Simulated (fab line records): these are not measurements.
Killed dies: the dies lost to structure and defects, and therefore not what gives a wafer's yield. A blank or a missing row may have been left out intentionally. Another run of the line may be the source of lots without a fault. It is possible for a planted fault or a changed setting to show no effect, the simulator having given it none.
Which tool is to blame? | flow n5 finfet | 12 lots, 35 wafers sampled, at 5 steps of a route of 1938

== WHAT THE GAUGES SHOWED, per wafer ==
N5_BEOL_M8_INSPECT_58: inspects for defects (darkfield). Usual: raw defect count at 78, with a standard deviation of 24.
lot  | measured     | on                | raw defect count | flag
L910 | day 9 05:31  | defect inspect-01 | 99 86 108        |
L911 | day 9 22:49  | defect inspect-01 | 116 69 63        |
L913 | day 10 11:53 | defect inspect-02 | 56 53 44         |
L915 | day 10 18:56 | defect inspect-01 | 72 53 39         |
L916 | day 11 02:58 | defect inspect-01 | 52 88 83         |
L918 | day 11 18:34 | defect inspect-01 | 91 92            |
L925 | day 13 05:59 | defect inspect-02 | 54 80 105        |
L923 | day 13 06:22 | defect inspect-02 | 63 56 77         |
L924 | day 13 09:04 | defect inspect-01 | 107 122 122      |
L926 | day 13 21:16 | defect inspect-01 | 58 68 55         |
L927 | day 14 02:07 | defect inspect-02 | 103 126 110      |
L932 | day 15 03:00 | defect inspect-01 | 80 53 51         |

N5_BEOL_M9_OVL_MEAS_12. Usual: M9_OVL gives 0.1 nm (standard deviation 0.77).
lot  | measured     | on         | M9_OVL (nm)    | flag
L910 | day 9 09:32  | overlay-01 | -0.1 -0.1 -0.6 |
L911 | day 10 02:39 | overlay-01 | 0.1 -1.1 -0.4  |
L913 | day 10 13:38 | overlay-02 | -0.1 -0.6 0.1  |
L915 | day 10 20:48 | overlay-01 | -1.2 -1.3 0.0  |
L916 | day 11 05:56 | overlay-01 | 1.6 1.2 1.1    |
L918 | day 11 20:47 | overlay-02 | 0.0 -0.3       |
L925 | day 13 07:47 | overlay-01 | -0.2 -0.5 -0.1 |
L923 | day 13 08:43 | overlay-01 | 0.0 0.5 -0.1   |
L924 | day 13 12:13 | overlay-02 | 0.1 0.9 1.0    |
L926 | day 14 00:15 | overlay-02 | -0.1 -1.0 0.1  |
L927 | day 14 04:49 | overlay-02 | -0.3 -0.1 -1.1 |
L932 | day 15 04:31 | overlay-01 | 13.7 12.3 13.8 | OFF

N5_BEOL_M9_CD_MEAS_18: pitch 140 nm, target cd 70 nm. Usual: cd nm at 70.0 nm, with a standard deviation of 0.7.
lot  | measured     | on        | cd nm (nm)     | flag
L910 | day 9 10:11  | cd sem-01 | 71.0 69.6 69.6 |
L911 | day 10 03:10 | cd sem-01 | 69.9 70.0 70.3 |
L913 | day 10 14:16 | cd sem-03 | 70.5 70.2 69.7 |
L915 | day 10 21:20 | cd sem-01 | 69.2 69.0 68.2 |
L916 | day 11 06:34 | cd sem-03 | 70.9 70.9 70.8 |
L918 | day 11 21:23 | cd sem-03 | 69.2 70.3      |
L925 | day 13 08:18 | cd sem-03 | 69.1 71.2 69.5 |
L923 | day 13 09:14 | cd sem-02 | 69.2 69.6 69.7 |
L924 | day 13 13:11 | cd sem-02 | 71.1 70.9 70.4 |
L926 | day 14 00:46 | cd sem-03 | 70.0 69.1 69.9 |
L927 | day 14 05:41 | cd sem-01 | 70.1 70.4 70.8 |
L932 | day 15 05:03 | cd sem-02 | 69.5 69.6 69.3 |

== WHICH TOOL RAN EACH LOT (tool, then ch and the chambers of the sampled wafers, then the start) ==
lot  | N5_BEOL_M9_EXPOSE_08               | N5_BEOL_M9_STRIP_19
L910 | arfi scanner-02 ch 0, day 9 09:23  | rie diel-01 ch 1,2, day 9 10:07
L911 | arfi scanner-01 ch 0, day 10 02:30 | rie diel-01 ch 2,3, day 10 03:05
L913 | arfi scanner-01 ch 0, day 10 13:29 | rie diel-01 ch 2,3, day 10 14:12
L915 | arfi scanner-03 ch 0, day 10 20:39 | rie diel-01 ch 1,2,3, day 10 21:16
L916 | arfi scanner-03 ch 0, day 11 05:46 | rie diel-04 ch 0,1, day 11 06:29
L918 | arfi scanner-03 ch 0, day 11 20:38 | rie diel-01 ch 2,3, day 11 21:19
L925 | arfi scanner-02 ch 0, day 13 07:38 | rie diel-04 ch 0,1,2, day 13 08:14
L923 | arfi scanner-03 ch 0, day 13 08:34 | rie diel-03 ch 0,1,3, day 13 09:10
L924 | arfi scanner-02 ch 0, day 13 12:04 | rie diel-01 ch 0,1, day 13 13:07
L926 | arfi scanner-01 ch 0, day 14 00:05 | rie diel-04 ch 1,2,3, day 14 00:41
L927 | arfi scanner-02 ch 0, day 14 04:40 | rie diel-04 ch 0,1,3, day 14 05:37
L932 | arfi scanner-02 ch 0, day 15 04:21 | rie diel-01 ch 0,3, day 15 04:59
- N5_BEOL_M9_EXPOSE_08: exposes mask M9.
- N5_BEOL_M9_STRIP_19: strips in O2.

== AS READ BY THE TOOLS THEMSELVES (means over the sampled wafers that have a number; for cases with no such wafer, the mark the record gives instead) ==
N5_BEOL_M9_EXPOSE_08. Usual: reticle temp C at 22.97 C, with a standard deviation of 0.083.
lot  | tool            | reticle temp C (C) | flag
L910 | arfi scanner-02 | 22.96              |
L911 | arfi scanner-01 | 23.06              |
L913 | arfi scanner-01 | 22.95              |
L915 | arfi scanner-03 | 23.06              |
L916 | arfi scanner-03 | 22.92              |
L918 | arfi scanner-03 | 22.98              |
L925 | arfi scanner-02 | 23.00              |
L923 | arfi scanner-03 | 22.91              |
L924 | arfi scanner-02 | 22.98              |
L926 | arfi scanner-01 | 22.95              |
L927 | arfi scanner-02 | 22.90              |
L932 | arfi scanner-02 | 22.96              |

N5_BEOL_M9_STRIP_19. Usual: drypump motor current A 5.7 A, standard deviation 0.4; oes product au 0.77 a.u., standard deviation 0.1; rf vpp V 3.7 V, standard deviation 0.57; showerhead plenum p Torr 2.09 Torr, standard deviation 0.062; throttle valve pct 16.76 %, standard deviation 0.27.
lot  | tool        | drypump motor current A (A) | oes product au (a.u.) | rf vpp V (V) | showerhead plenum p Torr (Torr) | throttle valve pct (%) | flag
L910 | rie diel-01 | 6.2                         | 0.78                  | 3.5          | 2.11                            | 16.68                  |
L911 | rie diel-01 | 6.0                         | 0.72                  | 3.7          | 2.05                            | 16.82                  |
L913 | rie diel-01 | 6.0                         | 0.72                  | 4.3          | 2.05                            | 16.84                  |
L915 | rie diel-01 | 6.0                         | 0.76                  | 3.6          | 2.08                            | 16.65                  |
L916 | rie diel-04 | 5.6                         | 0.84                  | 4.0          | 2.03                            | 16.59                  |
L918 | rie diel-01 | 6.0                         | 0.71                  | 3.5          | 2.05                            | 16.87                  |
L925 | rie diel-04 | 5.5                         | 0.76                  | 3.5          | 2.07                            | 16.67                  |
L923 | rie diel-03 | 5.5                         | 0.71                  | 3.9          | 2.15                            | 17.00                  |
L924 | rie diel-01 | 5.8                         | 0.86                  | 3.9          | 2.12                            | 16.44                  |
L926 | rie diel-04 | 5.9                         | 0.86                  | 3.9          | 2.09                            | 16.62                  |
L927 | rie diel-04 | 5.6                         | 0.84                  | 4.1          | 2.04                            | 16.77                  |
L932 | rie diel-01 | 5.6                         | 0.76                  | 2.9          | 2.06                            | 16.83                  |

== THE ANSWER, worked out from the rows above alone ==
Rule: a lot counts as off when the mean over its wafers that have a number is more than 3 standard deviations away from the usual mean. Also off: a lot with no number at a reading for which 4 or more lots have one. Any other lot the step has rows for is counted as sound. The gauges are gone through in route order, then the tools' own readings, and for those a lot's mean is taken as printed above. At the first step where some lot is off, the reading lying furthest off is the one used; lots without a number count as furthest.
Off: L932, seen at N5_BEOL_M9_OVL_MEAS_12 (M9_OVL).
A tool fits if, at a process step before that reading, it ran every lot that is off, and no sound lot after the first of them. Gauges at N5_BEOL_M9_OVL_MEAS_12: tried the same way as those tools. Can't be told from this: 2 tools fit, arfi scanner-02 at N5_BEOL_M9_EXPOSE_08, overlay-01 at N5_BEOL_M9_OVL_MEAS_12.

== WHAT WAS PUT IN BY THE SIMULATOR ==
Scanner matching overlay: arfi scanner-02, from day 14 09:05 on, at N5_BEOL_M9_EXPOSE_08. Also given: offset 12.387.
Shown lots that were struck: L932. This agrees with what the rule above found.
